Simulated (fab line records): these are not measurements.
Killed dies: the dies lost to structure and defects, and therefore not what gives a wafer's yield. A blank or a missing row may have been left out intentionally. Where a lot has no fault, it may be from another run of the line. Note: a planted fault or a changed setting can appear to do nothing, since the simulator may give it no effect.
Matching of chambers / flow nandHarc / NHARC_P_ZERO_WELL_ETCH_63 on rieSi-05 has 4 sister chambers
The step etches the open film in HBr/Cl2, target depth 120 nm, time 40.1 s. 4 wafers are shown with their chamber, then 11 later ones without.

WAFERS PAIRED WITH THEIR CHAMBERS
wafer=L088.1; chamber=1; drypumpMotorCurrentA (A)=5.6
wafer=L088.5; chamber=2; drypumpMotorCurrentA (A)=5.8
wafer=L089.6; chamber=3; drypumpMotorCurrentA (A)=6.3
wafer=L091.4; chamber=0; drypumpMotorCurrentA (A)=4.9

WAFERS WHOSE CHAMBER IS MISSING
wafer=L091.5; drypumpMotorCurrentA (A)=6.3
wafer=L091.6; drypumpMotorCurrentA (A)=4.9
wafer=L093.2; drypumpMotorCurrentA (A)=4.9
wafer=L093.3; drypumpMotorCurrentA (A)=6.2
wafer=L093.6; drypumpMotorCurrentA (A)=5.7
wafer=L094.2; drypumpMotorCurrentA (A)=5.7
wafer=L094.4; drypumpMotorCurrentA (A)=4.9
wafer=L094.5; drypumpMotorCurrentA (A)=6.2
wafer=L095.3; drypumpMotorCurrentA (A)=5.9
wafer=L095.5; drypumpMotorCurrentA (A)=4.9
wafer=L095.6; drypumpMotorCurrentA (A)=5.7

CHAMBER TAKEN BY EACH
wafer=L091.5; from the rows above=3; in truth=3
wafer=L091.6; from the rows above=0; in truth=0
wafer=L093.2; from the rows above=0; in truth=0
wafer=L093.3; from the rows above=3; in truth=3
wafer=L093.6; from the rows above=can't be placed: 2 or 1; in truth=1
wafer=L094.2; from the rows above=can't be placed: 2 or 1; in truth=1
wafer=L094.4; from the rows above=0; in truth=0
wafer=L094.5; from the rows above=3; in truth=3
wafer=L095.3; from the rows above=2; in truth=2
wafer=L095.5; from the rows above=0; in truth=0
wafer=L095.6; from the rows above=can't be placed: 2 or 1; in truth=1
Correct placement for 8 of the 11. Cannot be placed on the basis of these rows: 3; the candidates contain the true chamber in 3. 0 placed wrongly.
How it was worked out, from the rows above alone: a wafer's distance from a chamber is the root of the sum, over the readings, of the square of ((its reading less the chamber's mean) divided by the reading's scatter). If the next closest chamber is less than 2 further off than the closest, the wafer can't be placed; otherwise it belongs to the closest. For every chamber, the mean is computed from those of its wafers that are shown. The scatter: with one shown wafer a chamber, the root of the mean of the squares of how far each hidden wafer lies from its nearest shown one.
